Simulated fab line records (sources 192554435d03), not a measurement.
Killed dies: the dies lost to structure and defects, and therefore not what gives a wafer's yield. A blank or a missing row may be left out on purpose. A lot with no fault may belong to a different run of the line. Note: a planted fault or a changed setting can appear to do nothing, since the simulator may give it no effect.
A lot that was struck, set against a sound lot -- flow n5_finfet -- 16 steps out of a route of 1938
Sound: the wafers L831.2, L831.3, L831.5. Struck: wafer L835.1 (left out: L835.4, L835.5 of the same lot, which were not struck); the cause appears at the end.
Per side, at each step with rows, come the tool, then ch with its chambers, and then its first start. Under that, the readings that differ: sound wafers -- struck wafers -- difference of the means -- sigmas: that difference in standard deviations of wafers without a fault.
alike: same words and numbers on both sides, and readings whose means sit less than 2 such deviations apart. not compared: any withheld reading, any reading some wafer has no value for, any bound like >300 that may hide the same value, and any number with overlapping values for which the record gives no deviation.
The two part at a step that has a row with sigmas, a row that says differs or no value, or rows on one side only. Numbers that have no deviation but don't overlap get no sigmas and don't part them. A reading missing from all wafers of one side parts the sides only when that side holds two or more wafers.

first, 4 steps without rows for these wafers: N5_PMOS_HMC_CHANNEL_EPI_SOFTBAKE_04 (time 60 s); N5_PMOS_HMC_CHANNEL_EPI_EXPOSE_06 (exposes mask PMOS HMC BLK, target cd 240 nm); N5_PMOS_HMC_CHANNEL_EPI_PEB_07 (peb time 60 s); N5_PMOS_HMC_CHANNEL_EPI_DEVELOP_08 (develop time 30 s).
N5_PMOS_HMC_CHANNEL_EPI_CD_MEAS_09: target cd 237.4 nm.
  sound on cd_sem-03 ch 0, day 1 17:08; struck on cd_sem-03 ch 0, day 2 17:25
  alike: cd_nm
N5_PMOS_HMC_CHANNEL_EPI_OVL_MEAS_10:
  sound on overlay-01 ch 0, day 1 17:10; struck on overlay-01 ch 0, day 2 17:27
  alike: PMOS_HMC_BLK_OVL
N5_PMOS_HMC_CHANNEL_EPI_INSPECT_11: inspects for defects (macro).
  sound: defect_inspect-01 at day 1 17:11; struck: defect_inspect-02 at day 2 17:28
  alike: raw_defect_count
N5_PMOS_HMC_CHANNEL_EPI_DESCUM_14: chemistry O2, time 7.9 s.
  sound on rie_diel-02 ch 0,2, day 1 17:13; struck on rie_diel-04 ch 0, day 2 17:31
  alike: drypump_motor_current_A, oes_product_au, rf_vpp_V, showerhead_plenum_p_Torr, temp_c, throttle_valve_pct
  not compared: rf_hours_counter_h
N5_PMOS_HMC_CHANNEL_EPI_ETCH_32: etches BARC in N2/H2, stops on SiO2, target depth 85.8 nm, time 50.3 s.
  sound on rie_diel-02 ch 0,2, day 1 17:15; struck on rie_diel-04 ch 0, day 2 17:32
  alike: bias_w, drypump_motor_current_A, oes_product_au, rf_vpp_V, showerhead_plenum_p_Torr, throttle_valve_pct
  not compared: rf_hours_counter_h
N5_PMOS_HMC_CHANNEL_EPI_HM_OPEN_15: chemistry CHF3/O2, target SiO2, target depth 40.6 nm, time 20.3 s.
  sound on rie_diel-02 ch 0,2, day 1 17:17; struck on rie_diel-04 ch 0, day 2 17:35
reading,sound,struck,difference,sigmas
rf_vpp_V (V),545 531 544,509,-31,-2
  alike: CHF3_flow_sccm, drypump_motor_current_A, oes_product_au, showerhead_plenum_p_Torr, throttle_valve_pct
  not compared: rf_hours_counter_h
N5_PMOS_HMC_CHANNEL_EPI_STRIP_33: strips in N2/H2.
  sound on rie_diel-02 ch 0,2, day 1 17:21; struck on rie_diel-04 ch 0, day 2 17:38
  alike: drypump_motor_current_A, oes_product_au, rf_vpp_V, showerhead_plenum_p_Torr, temp_c, throttle_valve_pct
  not compared: rf_hours_counter_h
then, 1 step without rows for these wafers: N5_PMOS_HMC_CHANNEL_EPI_STRIP_17 (strips in SPM, time 750 s).
N5_PMOS_HMC_CHANNEL_EPI_ETCH_38: etches SiO2 in CF4, target depth 1.5 nm.
  sound on rie_si-06 ch 0,2, day 1 17:39; struck on rie_si-06 ch 1, day 2 17:58
reading,sound,struck,difference,sigmas
bias_w (W),399.6 400.0 399.4,383.9,-15.8,-16
  alike: drypump_motor_current_A, oes_product_au, throttle_valve_pct
  not compared: rf_hours_counter_h
N5_PMOS_HMC_CHANNEL_EPI_FIN_RECESS_16: chemistry HBr/Cl2, target Si, target depth 54 nm, time 18 s.
  sound on rie_si-06 ch 0,2, day 1 17:40; struck on rie_si-06 ch 1, day 2 17:59
  alike: drypump_motor_current_A, oes_product_au, throttle_valve_pct
  not compared: rf_hours_counter_h
-- a jump in the record: the struck wafers' starts before and after are 8 days apart (it breaks off in module PMOS_HMC_CHANNEL_EPI and resumes in module BEOL_M4, where the first step shown is number 1111 of the route) --
N5_BEOL_M4_RC_MEAS_101:
  sound on prober-02 ch 0, day 9 00:58; struck on prober-02 ch 0, day 10 23:32
reading,sound,struck,difference,sigmas
IOFF_P (nA/um),0.28 0.26 0.22,0.17,-0.08,-2
ION_P (uA/um),491 473 479,459,-22,-3
SS_P (mV/dec),73.6 73.4 72.9,72.1,-1.2,-2
  alike: DIBL_N, DIBL_P, IOFF_N, ION_N, SS_N, VT_N, VT_P
-- record jumps: 4 days separate the struck wafers' starts on either side; left off in module BEOL_M4, taken up again in module PASSIVATION, whose first shown step is the route's number 1936 --
N5_PASSIVATION_PROBE_49:
  record: rows for the struck wafers here (prober-02, day 15 05:34), none for the sound ones

WHERE THEY PART
Earliest at N5_PMOS_HMC_CHANNEL_EPI_HM_OPEN_15; latest, in this record, at N5_PASSIVATION_PROBE_49.

WHY: the cause the simulator had injected
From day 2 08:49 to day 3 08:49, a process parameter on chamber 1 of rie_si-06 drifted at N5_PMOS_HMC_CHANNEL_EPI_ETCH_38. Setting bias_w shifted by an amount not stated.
